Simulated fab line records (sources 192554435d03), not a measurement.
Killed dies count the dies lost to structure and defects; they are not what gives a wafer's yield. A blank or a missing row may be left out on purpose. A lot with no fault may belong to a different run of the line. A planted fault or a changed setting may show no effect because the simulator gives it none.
fab line records -- flow n5Finfet -- part 1 of 2: steps 1 to 27 of 32
[record] lots = 5, wafers = 15, lastDay = 16
route steps=1938 shown BEOL_M2@918 BEOL_M3@931
lots with no fault: from the same line, run without faults
startH: start of the lot's first displayed wafer, in hours after the record's first day -- waitH: hours from the lot's prior step to this one -- " the same as in the row above -- L1.1+2: a row that stands for several wafers -- - no value, or no start given -- * or withheld: withheld -- < > ~ a bound
route shown NAME@n: a module of which the file shows steps, and the number in the route of the first -- usual: mean/standard deviation of fault-free wafers -- same: alike in all rows -- chamber/n: place in a boat -- sites: the reading at each site -- _std_site: the standard deviation of these -- _edge_site: mean of outer sites minus mean of inner sites -- radiusMm: how far each site lies from the wafer's centre -- mask NAME#n: copy n -- behind: the most recent tool/chamber to have shaped the wafer -- hold: reason for holding the lot/hours on hold/outcome of the hold -- device: the n, p or np transistor that did not switch -- end of line: tests run on the same wafers once the route is complete -- a step with no rows: only its recipe -- killed: not the wafer's yield, but the dies lost to structure and defects at the first sort -- map: dies across one wafer; x = killed, . = not, _ = none there
set.NAME: the setting the step ran with; set.NAME@STEP: the setting that earlier step ran with -- model.NAME: the simulator's own value behind a step, which no gauge read
lots at selected steps of the route; one table per step, one row per wafer
services: a tool's chamber out of use, with start hour (startH, from the record's first day; less than 0 if before it), hours out, and reason
[[steps]]
[step N5_BEOL_M2_SPUTTER_94]
[recipe] material = Cu, targetThkA = 45, tempC = -20, chamberPressurePa = 0.07, powerW = withheld, timeS = 8.29
[usual] throttleValvePct = 29.6/1.1
lot.wafer,tool,chamber,startH,waitH,throttleValvePct
L074.4,pvdSputter-02,-,143.28,0.1,30.5
L074.5,pvdSputter-02,-,143.28,0.1,29.1
L074.6,pvdSputter-02,-,143.28,0.1,29.3
L077.1,pvdSputter-01,-,156.91,0.1,29.3
L077.2,pvdSputter-01,-,156.91,0.1,30.6
L077.4,pvdSputter-01,-,156.91,0.1,30.8
L079.2,pvdSputter-01,-,173.09,0.1,28.8
L079.5,pvdSputter-01,-,173.09,0.1,28.6
L079.6,pvdSputter-01,-,173.09,0.1,31.0
L085.1,pvdSputter-01,-,204.60,0.1,30.9
L085.2,pvdSputter-01,-,204.60,0.1,28.7
L085.4,pvdSputter-01,-,204.60,0.1,28.6
L089.3,pvdSputter-02,-,250.87,0.1,30.4
L089.5,pvdSputter-02,-,250.87,0.1,29.7
L089.6,pvdSputter-02,-,250.87,0.1,30.3
[step N5_BEOL_M2_ANNEAL_95]
[recipe] tempC = 400, timeS = 240, ambient = vacuum
[usual] heaterPowerW = 825/83
lot.wafer,tool,chamber,startH,waitH,heaterPowerW
L074.4,pvdSputter-02,-,143.36,0.0,795
L074.5,pvdSputter-02,-,143.36,0.0,722
L074.6,pvdSputter-02,-,143.36,0.0,928
L077.1,pvdSputter-01,-,156.99,0.0,767
L077.2,pvdSputter-01,-,156.99,0.0,824
L077.4,pvdSputter-01,-,156.99,0.0,836
L079.2,pvdSputter-01,-,173.17,0.0,779
L079.5,pvdSputter-01,-,173.17,0.0,853
L079.6,pvdSputter-01,-,173.17,0.0,843
L085.1,pvdSputter-01,-,204.68,0.0,816
L085.2,pvdSputter-01,-,204.68,0.0,846
L085.4,pvdSputter-01,-,204.68,0.0,823
L089.3,pvdSputter-02,-,250.95,0.0,803
L089.5,pvdSputter-02,-,250.95,0.0,914
L089.6,pvdSputter-02,-,250.95,0.0,740
[step N5_BEOL_M2_SPUTTER_96]
[recipe] material = Cu, targetThkA = 45, tempC = -20, chamberPressurePa = 0.07, powerW = withheld, timeS = 8.29
[usual] throttleValvePct = 29.6/1.1
lot.wafer,tool,chamber,startH,waitH,throttleValvePct
L074.4,pvdSputter-02,-,143.50,0.1,30.7
L074.5,pvdSputter-02,-,143.50,0.1,29.2
L074.6,pvdSputter-02,-,143.50,0.1,29.7
L077.1,pvdSputter-01,-,157.13,0.1,29.0
L077.2,pvdSputter-01,-,157.13,0.1,30.4
L077.4,pvdSputter-01,-,157.13,0.1,30.9
L079.2,pvdSputter-01,-,173.31,0.1,29.0
L079.5,pvdSputter-01,-,173.31,0.1,28.8
L079.6,pvdSputter-01,-,173.31,0.1,30.8
L085.1,pvdSputter-01,-,204.82,0.1,30.6
L085.2,pvdSputter-01,-,204.82,0.1,28.8
L085.4,pvdSputter-01,-,204.82,0.1,28.4
L089.3,pvdSputter-02,-,251.09,0.1,30.6
L089.5,pvdSputter-02,-,251.09,0.1,29.4
L089.6,pvdSputter-02,-,251.09,0.1,30.4
[step N5_BEOL_M2_ECD_50]
[recipe] material = Cu, targetThkA = 3000
lot.wafer,tool,chamber,startH,waitH
L074.4+5+6,ecdCu-02,"0,1,0",143.64,0.1
L077.1+2+4,ecdCu-02,"0,1,0",157.25,0.1
L079.2+5+6,ecdCu-01,"1,1,0",173.43,0.1
L085.1+2+4,ecdCu-01,"1,0,0",204.94,0.1
L089.3+5+6,ecdCu-02,"0,0,1",251.22,0.1
[step N5_BEOL_M2_ANNEAL_51]
[recipe] tempC = 225, timeS = 90, ambient = N2
[usual] annealTempC = 224.99/0.16, annealTempCMax = 225.90/0.23, wafer_temp_C_max = 226.0/0.33
lot.wafer,tool,chamber,startH,waitH,annealTempC,annealTempCMax,wafer_temp_C_max
L074.4,rtpAnneal-02,0,143.87,0.2,225.18,226.28,225.9
L074.5,rtpAnneal-02,0,143.87,0.2,225.12,225.81,226.3
L074.6,rtpAnneal-02,0,143.87,0.2,224.97,225.95,226.1
L077.1,rtpAnneal-01,0,157.33,0.1,224.89,226.11,225.9
L077.2,rtpAnneal-01,0,157.33,0.1,224.77,226.11,226.0
L077.4,rtpAnneal-01,0,157.33,0.1,225.14,226.06,225.8
L079.2,rtpAnneal-01,0,173.56,0.1,225.16,226.23,225.6
L079.5,rtpAnneal-01,0,173.56,0.1,224.92,225.88,226.1
L079.6,rtpAnneal-01,0,173.56,0.1,225.39,226.77,226.0
L085.1,rtpAnneal-02,0,205.16,0.2,224.75,225.50,225.9
L085.2,rtpAnneal-02,0,205.16,0.2,225.05,225.83,225.9
L085.4,rtpAnneal-02,0,205.16,0.2,224.74,225.70,226.3
L089.3,rtpAnneal-02,0,251.37,0.1,225.18,226.03,226.1
L089.5,rtpAnneal-02,0,251.37,0.1,225.00,226.04,226.2
L089.6,rtpAnneal-02,0,251.37,0.1,224.95,225.91,227.1
[step N5_BEOL_M2_CMP_52]
[recipe] stopOn = SiOC, tOverpolishS = 6.8, downForcePsi = 1, platenRpm = 50, clearingPlatenDownForcePsi = 1.5, clearingPlatenRpm = 50, postCmpClean = cuAlkaline, targetThkNm = 40, clearingPlatenPadVelocityMS = 0.99484, padVelocityMS = 0.99484
[usual] barrierFieldEndpointS = 24.4/0.61, motorCurrentA = 6.0/0.55, overpolishRunS = 6.800/0.0092, timeToEndpointS = 62.3/2.9
lot.wafer,tool,chamber,startH,waitH,barrierFieldEndpointS,motorCurrentA,overpolishRunS,timeToEndpointS
L074.4,cmp-02,0,144.09,0.2,25.4,6.4,6.790,62.9
L074.6,cmp-02,3,144.09,0.2,24.7,5.2,6.806,64.1
L074.5,cmp-02,0,144.09,0.2,24.3,6.0,6.812,62.3
L077.4,cmp-04,2,157.63,0.1,24.0,6.1,6.794,56.5
L077.2,cmp-04,0,157.63,0.1,24.4,5.4,6.785,60.9
L077.1,cmp-04,1,157.63,0.1,24.6,6.0,6.821,62.6
L079.2,cmp-01,0,173.81,0.2,23.0,4.8,6.792,59.5
L079.6,cmp-01,0,173.81,0.2,23.5,4.8,6.807,58.5
L079.5,cmp-01,1,173.81,0.2,24.3,6.6,6.797,60.0
L085.4,cmp-02,1,205.72,0.2,23.9,6.2,6.825,59.3
L085.1,cmp-02,2,205.72,0.2,24.1,6.8,6.809,58.9
L085.2,cmp-02,3,205.72,0.2,23.8,5.3,6.800,57.3
L089.3,cmp-04,2,251.72,0.3,23.1,6.2,6.810,58.1
L089.5,cmp-04,1,251.72,0.3,23.8,6.1,6.802,61.9
L089.6,cmp-04,2,251.72,0.3,23.8,6.2,6.799,58.0
[step N5_BEOL_M2_THK_MEAS_53]
[recipe] thkMeasGauge = xrf, reads = Cu_of_BEOL_M2_ECD_50
[usual] M2_THK = 40.1/1.3
lot.wafer,tool,chamber,startH,waitH,M2_THK[nm]
L074.4,filmMetro-01,-,144.35,-,38.6
L074.5,filmMetro-01,-,144.35,-,39.7
L074.6,filmMetro-01,-,144.35,-,39.4
L077.1,filmMetro-01,-,157.92,-,40.7
L077.2,filmMetro-01,-,157.92,-,39.9
L077.4,filmMetro-01,-,157.92,-,38.8
L079.2,filmMetro-02,-,174.10,-,41.6
L079.5,filmMetro-02,-,174.10,-,40.1
L079.6,filmMetro-02,-,174.10,-,40.8
L085.1,filmMetro-02,-,206.02,-,40.4
L085.2,filmMetro-02,-,206.02,-,40.8
L085.4,filmMetro-02,-,206.02,-,39.5
L089.3,filmMetro-01,-,251.97,-,37.6
L089.5,filmMetro-01,-,251.97,-,39.6
L089.6,filmMetro-01,-,251.97,-,39.6
[step N5_BEOL_M2_PRE_CLEAN_60]
[recipe] gas = NH3/H2, timeS = 15, tempC = *, rfPowerW = 300
[usual] heaterPowerW = 87/25
lot.wafer,tool,chamber,startH,waitH,heaterPowerW
L074.4,cvdCo-02,1,144.40,0.1,70
L074.5,cvdCo-02,0,144.40,0.1,126
L074.6,cvdCo-02,2,144.40,0.1,70
L077.1,cvdCo-02,1,157.96,0.0,70
L077.2,cvdCo-02,2,157.96,0.0,69
L077.4,cvdCo-02,2,157.96,0.0,68
L079.2,cvdCo-02,1,174.14,0.0,70
L079.5,cvdCo-02,1,174.14,0.0,70
L079.6,cvdCo-02,0,174.14,0.0,127
L085.1,cvdCo-02,2,206.06,0.0,70
L085.2,cvdCo-02,0,206.06,0.0,126
L085.4,cvdCo-02,1,206.06,0.0,69
L089.3,cvdCo-02,2,252.01,0.0,69
L089.5,cvdCo-02,2,252.01,0.0,69
L089.6,cvdCo-02,0,252.01,0.0,126
[step N5_BEOL_M2_CO_CAP_55]
[recipe] material = Co, targetThkA = 20, tempC = 200, precursor = CCTBA/H2, pressureTorr = 30, timeS = 102.1
[usual] heaterPowerW = 239/31
lot.wafer,tool,chamber,startH,waitH,heaterPowerW
L074.4,cvdCo-02,1,144.46,0.0,216
L074.5,cvdCo-02,0,144.46,0.0,293
L074.6,cvdCo-02,2,144.46,0.0,216
L077.1,cvdCo-02,1,158.00,0.0,215
L077.2,cvdCo-02,2,158.00,0.0,213
L077.4,cvdCo-02,2,158.00,0.0,214
L079.2,cvdCo-02,1,174.18,0.0,214
L079.5,cvdCo-02,1,174.18,0.0,212
L079.6,cvdCo-02,0,174.18,0.0,290
L085.1,cvdCo-02,2,206.10,0.0,216
L085.2,cvdCo-02,0,206.10,0.0,288
L085.4,cvdCo-02,1,206.10,0.0,216
L089.3,cvdCo-02,2,252.05,0.0,219
L089.5,cvdCo-02,2,252.05,0.0,218
L089.6,cvdCo-02,0,252.05,0.0,283
[step N5_BEOL_M2_PRE_CLEAN_56]
[recipe] gas = NH3, timeS = 15, tempC = withheld, rfPowerW = 300
lot.wafer,tool,chamber,startH,waitH
L074.4+5+6,pecvd-02,"1,0,2",144.53,0.0
L077.1+2+4,pecvd-02,"1,0,1",158.09,0.1
L079.2+5+6,pecvd-04,"2,2,1",174.27,0.1
L085.1+2+4,pecvd-02,"1,0,0",206.19,0.1
L089.3+5+6,pecvd-03,"2,2,0",252.14,0.1
[step N5_BEOL_M2_DEP_57]
[recipe] material = SiCN, targetThkA = 80, tempC = withheld, precursor = 3MS/NH3, pressureTorr = 3, rfW = 202, timeS = 14
[usual] showerheadPlenumPTorr = 3.666/0.0087, throttleValvePct = 9.0/0.58
lot.wafer,tool,chamber,startH,waitH,showerheadPlenumPTorr,throttleValvePct
L074.4,pecvd-02,1,144.55,0.0,3.683,9.2
L074.5,pecvd-02,0,144.55,0.0,3.683,9.4
L074.6,pecvd-02,2,144.55,0.0,3.663,8.1
L077.1,pecvd-02,1,158.12,0.0,3.683,9.2
L077.2,pecvd-02,0,158.12,0.0,3.667,9.4
L077.4,pecvd-02,1,158.12,0.0,3.670,9.3
L079.2,pecvd-04,2,174.30,0.0,3.665,8.5
L079.5,pecvd-04,2,174.30,0.0,3.658,8.7
L079.6,pecvd-04,1,174.30,0.0,3.662,8.5
L085.1,pecvd-02,1,206.21,0.0,3.671,9.3
L085.2,pecvd-02,0,206.21,0.0,3.673,9.4
L085.4,pecvd-02,0,206.21,0.0,3.674,9.3
L089.3,pecvd-03,2,252.17,0.0,3.681,8.4
L089.5,pecvd-03,2,252.17,0.0,3.686,8.4
L089.6,pecvd-03,0,252.17,0.0,3.671,9.4
[step N5_BEOL_M2_RS_MEAS_58]
[recipe] thkMeasGauge = four-point-probe, reads = Co_of_BEOL_M2_CO_CAP_55+Cu_of_BEOL_M2_ECD_50+Co_of_BEOL_M2_CVD_47+TaN_of_BEOL_M2_ALD_84
[usual] M2_RS = 0.657/0.027
lot.wafer,tool,chamber,startH,waitH,M2_RS[ohm/sq]
L074.4,filmMetro-02,-,144.61,0.0,0.697
L074.5,filmMetro-02,-,144.61,0.0,0.670
L074.6,filmMetro-02,-,144.61,0.0,0.679
L077.1,filmMetro-02,-,158.18,0.0,0.647
L077.2,filmMetro-02,-,158.18,0.0,0.662
L077.4,filmMetro-02,-,158.18,0.0,0.685
L079.2,filmMetro-01,-,174.36,0.1,0.628
L079.5,filmMetro-01,-,174.36,0.1,0.659
L079.6,filmMetro-01,-,174.36,0.1,0.646
L085.1,filmMetro-02,-,206.28,0.0,0.663
L085.2,filmMetro-02,-,206.28,0.0,0.653
L085.4,filmMetro-02,-,206.28,0.0,0.693
L089.3,filmMetro-01,-,252.23,0.1,0.705
L089.5,filmMetro-01,-,252.23,0.1,0.661
L089.6,filmMetro-01,-,252.23,0.1,0.661
[step N5_BEOL_M2_INSPECT_59]
[recipe] inspectInstrument = darkfield, mode = postDep
[usual] rawDefectCount = 70/23
lot.wafer,tool,chamber,startH,waitH,rawDefectCount
L074.4,defectInspect-01,-,144.63,0.0,45
L074.5,defectInspect-01,-,144.63,0.0,34
L074.6,defectInspect-01,-,144.63,0.0,43
L077.1,defectInspect-02,-,158.21,0.0,79
L077.2,defectInspect-02,-,158.21,0.0,57
L077.4,defectInspect-02,-,158.21,0.0,55
L079.2,defectInspect-01,-,174.39,0.0,61
L079.5,defectInspect-01,-,174.39,0.0,88
L079.6,defectInspect-01,-,174.39,0.0,61
L085.1,defectInspect-01,-,206.31,0.0,46
L085.2,defectInspect-01,-,206.31,0.0,49
L085.4,defectInspect-01,-,206.31,0.0,94
L089.3,defectInspect-01,-,252.26,0.0,92
L089.5,defectInspect-01,-,252.26,0.0,151
L089.6,defectInspect-01,-,252.26,0.0,90
[step N5_BEOL_M3_ILD_DEP_00]
[recipe] material = SiOC, targetThkA = 790, tempC = 350, precursor = DEMS/O2, pressureTorr = 5, rfW = 500, timeS = 15.3
[usual] heaterPowerW = 489/58, showerheadPlenumPTorr = 5.685/0.016, throttleValvePct = 11.9/0.57
lot.wafer,tool,chamber,startH,waitH,heaterPowerW,showerheadPlenumPTorr,throttleValvePct
L074.4,pecvd-01,1,144.68,0.1,486,5.675,12.1
L074.5,pecvd-01,0,144.68,0.1,509,5.666,12.1
L074.6,pecvd-01,2,144.68,0.1,447,5.689,11.3
L077.1,pecvd-01,1,158.25,0.0,513,5.669,11.8
L077.2,pecvd-01,0,158.25,0.0,545,5.658,12.1
L077.4,pecvd-01,1,158.25,0.0,400,5.698,12.2
L079.2,pecvd-04,2,174.43,0.0,513,5.689,11.2
L079.5,pecvd-04,2,174.43,0.0,515,5.693,11.2
L079.6,pecvd-04,1,174.43,0.0,502,5.682,11.1
L085.1,pecvd-04,0,206.34,0.0,417,5.693,12.6
L085.2,pecvd-04,2,206.34,0.0,511,5.701,11.8
L085.4,pecvd-04,2,206.34,0.0,506,5.679,11.8
L089.3,pecvd-02,2,252.30,0.0,436,5.687,10.5
L089.5,pecvd-02,0,252.30,0.0,527,5.720,12.6
L089.6,pecvd-02,1,252.30,0.0,486,5.723,12.4
[step N5_BEOL_M3_THK_MEAS_01]
[recipe] reads = SiOC_of_BEOL_M3_ILD_DEP_00
[usual] M3_ILD_THK = 78.4/0.94
lot.wafer,tool,chamber,startH,waitH,M3_ILD_THK[nm]
L074.4,filmMetro-01,-,144.74,0.0,78.5
L074.5,filmMetro-01,-,144.74,0.0,78.9
L074.6,filmMetro-01,-,144.74,0.0,79.6
L077.1,filmMetro-02,-,158.33,0.1,77.3
L077.2,filmMetro-02,-,158.33,0.1,77.5
L077.4,filmMetro-02,-,158.33,0.1,77.9
L079.2,filmMetro-01,-,174.49,0.1,77.1
L079.5,filmMetro-01,-,174.49,0.1,79.0
L079.6,filmMetro-01,-,174.49,0.1,79.0
L085.1,filmMetro-01,-,206.41,0.0,77.4
L085.2,filmMetro-01,-,206.41,0.0,77.4
L085.4,filmMetro-01,-,206.41,0.0,78.6
L089.3,filmMetro-02,-,252.36,0.1,76.7
L089.5,filmMetro-02,-,252.36,0.1,77.6
L089.6,filmMetro-02,-,252.36,0.1,77.3
[step N5_BEOL_M3_PECVD_72]
[recipe] material = SiO2, targetThkA = 160, tempC = 400, precursor = TEOS/O2, pressureTorr = 5.5, rfW = 450, teosFlowSccm = 53.8, gas = O2, flowSccm = 3000, timeS = 18
[usual] heaterPowerW = 727/84, showerheadPlenumPTorr = 8.76/0.054, throttleValvePct = 22.1/1.3
lot.wafer,tool,chamber,startH,waitH,heaterPowerW,showerheadPlenumPTorr,throttleValvePct
L074.4,pecvd-04,1,144.79,0.1,830,8.75,20.7
L074.5,pecvd-04,0,144.79,0.1,673,8.75,24.2
L074.6,pecvd-04,2,144.79,0.1,764,8.79,21.5
L077.1,pecvd-02,1,158.37,0.0,704,8.84,23.1
L077.2,pecvd-02,0,158.37,0.0,768,8.83,23.3
L077.4,pecvd-02,1,158.37,0.0,705,8.82,23.0
L079.2,pecvd-01,0,174.53,0.0,812,8.64,22.6
L079.5,pecvd-01,2,174.53,0.0,692,8.78,21.2
L079.6,pecvd-01,0,174.53,0.0,760,8.66,22.6
L085.1,pecvd-02,0,206.45,0.0,830,8.82,23.3
L085.2,pecvd-02,1,206.45,0.0,830,8.83,23.1
L085.4,pecvd-02,1,206.45,0.0,833,8.84,23.0
L089.3,pecvd-01,1,252.40,0.0,740,8.71,22.5
L089.5,pecvd-01,0,252.40,0.0,799,8.64,22.6
L089.6,pecvd-01,2,252.40,0.0,557,8.74,21.5
[step N5_BEOL_M3_HM_DEP_02]
[recipe] material = TiN, targetThkA = 200, tempC = 25, chamberPressurePa = 0.49996
[usual] throttleValvePct = 29.9/1.1
lot.wafer,tool,chamber,startH,waitH,throttleValvePct
L074.4,pvdSputter-03,-,146.20,1.4,31.4
L074.5,pvdSputter-03,-,146.20,1.4,29.8
L074.6,pvdSputter-03,-,146.20,1.4,31.5
L077.1,pvdSputter-02,-,159.26,0.9,29.5
L077.2,pvdSputter-02,-,159.26,0.9,30.4
L077.4,pvdSputter-02,-,159.26,0.9,29.3
L079.2,pvdSputter-03,-,175.96,1.4,29.3
L079.5,pvdSputter-03,-,175.96,1.4,28.4
L079.6,pvdSputter-03,-,175.96,1.4,31.6
L085.1,pvdSputter-01,-,208.04,1.6,29.0
L085.2,pvdSputter-01,-,208.04,1.6,28.9
L085.4,pvdSputter-01,-,208.04,1.6,30.9
L089.3,pvdSputter-03,-,255.34,2.9,29.3
L089.5,pvdSputter-03,-,255.34,2.9,31.3
L089.6,pvdSputter-03,-,255.34,2.9,29.6
[step N5_BEOL_M3_COAT_61]
[recipe] resist = SOC, tempC = 250, timeS = 60, spinRpm = 1500, resistThkNm = 60
[usual] spinSpeedRpm = 1499.8/0.9
lot.wafer,tool,chamber,startH,waitH,spinSpeedRpm
L074.4,lithoTrack-05,0,146.32,0.1,1500.4
L074.5,lithoTrack-05,0,146.32,0.1,1498.6
L074.6,lithoTrack-05,0,146.32,0.1,1500.4
L077.1,lithoTrack-05,0,159.39,0.1,1500.8
L077.2,lithoTrack-05,0,159.39,0.1,1501.0
L077.4,lithoTrack-05,0,159.39,0.1,1501.3
L079.2,lithoTrack-01,0,176.08,0.1,1499.8
L079.5,lithoTrack-01,0,176.08,0.1,1500.8
L079.6,lithoTrack-01,0,176.08,0.1,1499.8
L085.1,lithoTrack-03,0,208.17,0.1,1500.3
L085.2,lithoTrack-03,0,208.17,0.1,1501.2
L085.4,lithoTrack-03,0,208.17,0.1,1501.5
L089.3,lithoTrack-05,0,255.47,0.1,1500.8
L089.5,lithoTrack-05,0,255.47,0.1,1499.7
L089.6,lithoTrack-05,0,255.47,0.1,1499.7
[step N5_BEOL_M3_COAT_62]
[recipe] resist = SiARC, tempC = 220, timeS = 60, spinRpm = 1500, resistThkNm = 12
[usual] spinSpeedRpm = 1500.1/0.92
lot.wafer,tool,chamber,startH,waitH,spinSpeedRpm
L074.4,lithoTrack-05,0,-,-,1500.0
L074.5,lithoTrack-05,0,-,-,1500.8
L074.6,lithoTrack-05,0,-,-,1500.9
L077.1,lithoTrack-05,0,-,-,1500.9
L077.2,lithoTrack-05,0,-,-,1500.8
L077.4,lithoTrack-05,0,-,-,1498.6
L079.2,lithoTrack-01,0,-,-,1499.6
L079.5,lithoTrack-01,0,-,-,1497.4
L079.6,lithoTrack-01,0,-,-,1499.5
L085.1,lithoTrack-03,0,-,-,1500.2
L085.2,lithoTrack-03,0,-,-,1501.1
L085.4,lithoTrack-03,0,-,-,1500.3
L089.3,lithoTrack-05,0,-,-,1500.0
L089.5,lithoTrack-05,0,-,-,1500.2
L089.6,lithoTrack-05,0,-,-,1499.1
[step N5_BEOL_M3_COAT_73]
[recipe] resist = underlayer, tempC = 205, timeS = 60, spinRpm = 1500, resistThkNm = 5
[usual] spinSpeedRpm = 1499.9/0.88
lot.wafer,tool,chamber,startH,waitH,spinSpeedRpm
L074.4,lithoTrack-05,0,-,-,1499.0
L074.5,lithoTrack-05,0,-,-,1498.6
L074.6,lithoTrack-05,0,-,-,1499.4
L077.1,lithoTrack-05,0,-,-,1500.5
L077.2,lithoTrack-05,0,-,-,1500.6
L077.4,lithoTrack-05,0,-,-,1499.1
L079.2,lithoTrack-01,0,-,-,1499.4
L079.5,lithoTrack-01,0,-,-,1500.6
L079.6,lithoTrack-01,0,-,-,1500.7
L085.1,lithoTrack-03,0,-,-,1500.7
L085.2,lithoTrack-03,0,-,-,1498.9
L085.4,lithoTrack-03,0,-,-,1501.9
L089.3,lithoTrack-05,0,-,-,1500.4
L089.5,lithoTrack-05,0,-,-,1500.1
L089.6,lithoTrack-05,0,-,-,1500.5
[step N5_BEOL_M3_COAT_05]
[recipe] resist = CAR-EUV, spinRpm = 1500, resistThkNm = 30
[usual] spinSpeedRpm = 1500.1/0.89
lot.wafer,tool,chamber,startH,waitH,spinSpeedRpm
L074.4,lithoTrack-05,0,-,-,1500.4
L074.5,lithoTrack-05,0,-,-,1501.6
L074.6,lithoTrack-05,0,-,-,1500.4
L077.1,lithoTrack-05,0,-,-,1501.6
L077.2,lithoTrack-05,0,-,-,1500.4
L077.4,lithoTrack-05,0,-,-,1500.7
L079.2,lithoTrack-01,0,-,-,1499.1
L079.5,lithoTrack-01,0,-,-,1500.3
L079.6,lithoTrack-01,0,-,-,1500.6
L085.1,lithoTrack-03,0,-,-,1501.3
L085.2,lithoTrack-03,0,-,-,1501.4
L085.4,lithoTrack-03,0,-,-,1499.3
L089.3,lithoTrack-05,0,-,-,1500.4
L089.5,lithoTrack-05,0,-,-,1500.8
L089.6,lithoTrack-05,0,-,-,1500.1
[step N5_BEOL_M3_EBR_07]
[recipe] solvent = PGMEA, ebrWidthMm = 1.5
lot.wafer,tool,chamber,startH,waitH
L074.4+5+6,lithoTrack-05,0,-,-
L077.1+2+4,lithoTrack-05,0,-,-
L079.2+5+6,lithoTrack-01,0,-,-
L085.1+2+4,lithoTrack-03,0,-,-
L089.3+5+6,lithoTrack-05,0,-,-
[step N5_BEOL_M3_SOFTBAKE_06]
[recipe] tempC = 110, timeS = 60, resist = CAR-EUV
lot.wafer,tool,chamber,startH,waitH
L074.4+5+6,lithoTrack-05,0,-,-
L077.1+2+4,lithoTrack-05,0,-,-
L079.2+5+6,lithoTrack-01,0,-,-
L085.1+2+4,lithoTrack-03,0,-,-
L089.3+5+6,lithoTrack-05,0,-,-
[step N5_BEOL_M3_EXPOSE_08]
[recipe] maskId = M3, na = 0.33, sourceShape = dipole, sigmaInner = 0.369, sigmaOuter = 0.767, polarization = unpolarized, doseMj = 33
[same] dipoleOpeningDeg = 79.7, sigmaInner = 0.369
lot.wafer,tool,chamber,startH,waitH,mask
L074.4+5+6,euvScanner-01,0,146.48,-,M3#0
L077.1+2+4,euvScanner-02,0,159.65,-,M3#0
L079.2+5+6,euvScanner-01,0,176.23,-,M3#0
L085.1+2+4,euvScanner-02,0,208.31,-,M3#0
L089.3+5+6,euvScanner-02,0,255.62,-,M3#0
[step N5_BEOL_M3_PEB_09]
[recipe] pebTempC = 100, pebTimeS = 60, resist = CAR-EUV
lot.wafer,tool,chamber,startH,waitH
L074.4+5+6,lithoTrack-03,0,146.52,0.0
L077.1+2+4,lithoTrack-03,0,159.71,0.1
L079.2+5+6,lithoTrack-05,0,176.28,0.0
L085.1+2+4,lithoTrack-05,0,208.36,0.1
L089.3+5+6,lithoTrack-05,0,255.67,0.0
[step N5_BEOL_M3_DEVELOP_10]
[recipe] developTimeS = 30, developer = TMAH, resist = CAR-EUV, rinseLiquid = surfactantRinse, dry = airSpin, devTempC = 23
[same] developTimeS = 30
lot.wafer,tool,chamber,startH,waitH
L074.4+5+6,lithoTrack-03,0,-,-
L077.1+2+4,lithoTrack-03,0,-,-
L079.2+5+6,lithoTrack-05,0,-,-
L085.1+2+4,lithoTrack-05,0,-,-
L089.3+5+6,lithoTrack-05,0,-,-
[step N5_BEOL_M3_CD_MEAS_11]
[recipe] targetCdNm = 17.05, landingEnergyEv = 500, detector = seInlens, polarity = opening
[usual] cdNm = 17.08/0.25
[same] landingEnergyEv = 500
lot.wafer,tool,chamber,startH,waitH,cdNm
L074.4,cdSem-03,0,146.59,-,17.18
L074.5,cdSem-03,0,146.59,-,17.05
L074.6,cdSem-03,0,146.59,-,17.40
L077.1,cdSem-03,0,159.78,-,17.12
L077.2,cdSem-03,0,159.78,-,17.03
L077.4,cdSem-03,0,159.78,-,16.89
L079.2,cdSem-03,0,176.35,-,17.32
L079.5,cdSem-03,0,176.35,-,16.94
L079.6,cdSem-03,0,176.35,-,16.88
L085.1,cdSem-01,0,208.43,-,17.01
L085.2,cdSem-01,0,208.43,-,17.06
L085.4,cdSem-01,0,208.43,-,16.87
L089.3,cdSem-02,0,255.74,-,17.15
L089.5,cdSem-02,0,255.74,-,17.06
L089.6,cdSem-02,0,255.74,-,16.84
